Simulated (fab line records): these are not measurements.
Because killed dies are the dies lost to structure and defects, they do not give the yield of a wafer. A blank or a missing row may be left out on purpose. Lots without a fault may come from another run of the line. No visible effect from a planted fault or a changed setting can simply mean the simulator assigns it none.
Comparing a struck lot with a sound one -- flow n5-finfet -- 15 out of 1938 route steps
Sound: wafers L845.1, L845.2, L845.5. Struck: wafer L860.2. (L860.3, L860.6 of the same lot were not struck and are left out.) The cause comes at the end.
Per side, at each step with rows, come the tool, then ch with its chambers, and then its first start. Under that, the readings that differ: sound wafers -- struck wafers -- difference of the means -- sigmas: that difference in standard deviations of wafers without a fault.
alike: a reading whose means differ by less than 2 such deviations, as well as words and numbers matching on both sides. not compared: withheld readings; readings where some wafer has no value; bounds like >300 that might hide an equal value; numbers whose values overlap and for which the record gives no deviation.
A row with sigmas, a row that says differs or no value, or rows on one side alone: a step with any of these is where the two part. When numbers do not overlap yet have no deviation, they are printed without sigmas and do not part them. A reading that every wafer of one side lacks parts them only if that side has two wafers or more.

N5_BEOL_M10_OCD_MEAS_38:
  sound on ocd-02 at day 11 01:59; struck on ocd-01 at day 14 20:08
  alike: trench-depth-nm
then, 4 steps without rows for these wafers: N5_BEOL_M10_HM_STRIP_39 (strips TiN in peroxide tin strip, target depth 25 nm, time 158 s); N5_BEOL_M10_SRD_40 (time 30 s); N5_BEOL_M10_PRECLEAN_42 (cleans in residue remover, time 60 s); N5_BEOL_M10_SRD_43 (time 30 s).
N5_BEOL_M10_CD_MEAS_35: target cd 70 nm.
  sound on cd-sem-03 at day 11 02:08; struck on cd-sem-01 at day 14 20:17
  alike: cd-nm
N5_BEOL_M10_CURE_72: cures SiCOH lowk, time 120 s.
  sound on uv-cure-03 ch 0, day 11 02:19; struck on uv-cure-02 ch 0, day 14 20:23
  alike: lamp-power-pct, wafer_temp_C_max
N5_BEOL_M10_DEGAS_44: time 60 s.
  sound on pvd-sputter-03 at day 11 03:07; struck on pvd-sputter-01 at day 14 20:51
  alike: heater-power-w
N5_BEOL_M10_PRE_CLEAN_45: time 30 s.
  sound on pvd-sputter-03 at day 11 03:10; struck on pvd-sputter-01 at day 14 20:53
  alike: heater-power-w
N5_BEOL_M10_ALD_74: deposits TaN, target thk 2 nm, pulse time 2 s, purge time 3 s.
  sound on ald-metal-03 ch 0,1,3, day 11 03:13; struck on ald-metal-02 ch 1, day 14 20:57
  alike: heater-power-w
N5_BEOL_M10_SURFACE_TREAT_76:
  sound on pvd-sputter-01 at day 11 03:33; struck on pvd-sputter-03 at day 14 21:23
  not compared: pressure-mtorr, throttle-valve-pct
then, 1 step without rows for these wafers: N5_BEOL_M10_CVD_75 (deposits Co from CCTBA/H2, target thk 2 nm, time 138.9 s).
N5_BEOL_M10_SPUTTER_48: material Cu, target thk 12 nm, time 2 s.
  sound on pvd-sputter-03 at day 11 03:47; struck on pvd-sputter-02 at day 14 21:44
reading,sound,struck,difference,sigmas
cathode-dc-power-W (W),25999 26005 25999,34756,+8755,+99 or more
  alike: chamber-pressure-pa, substrate-temp-c, throttle-valve-pct
then, 2 steps without rows for these wafers: N5_BEOL_M10_ECD_50 (material Cu, target thk 318 nm); N5_PASSIVATION_PROBE_49.

WHERE THEY PART
Within this record, at N5_BEOL_M10_SPUTTER_48 only.

WHY: what had been put in by the simulator
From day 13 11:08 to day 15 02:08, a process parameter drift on pvd-sputter-02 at N5_BEOL_M10_SPUTTER_48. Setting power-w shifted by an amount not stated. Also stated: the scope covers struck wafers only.
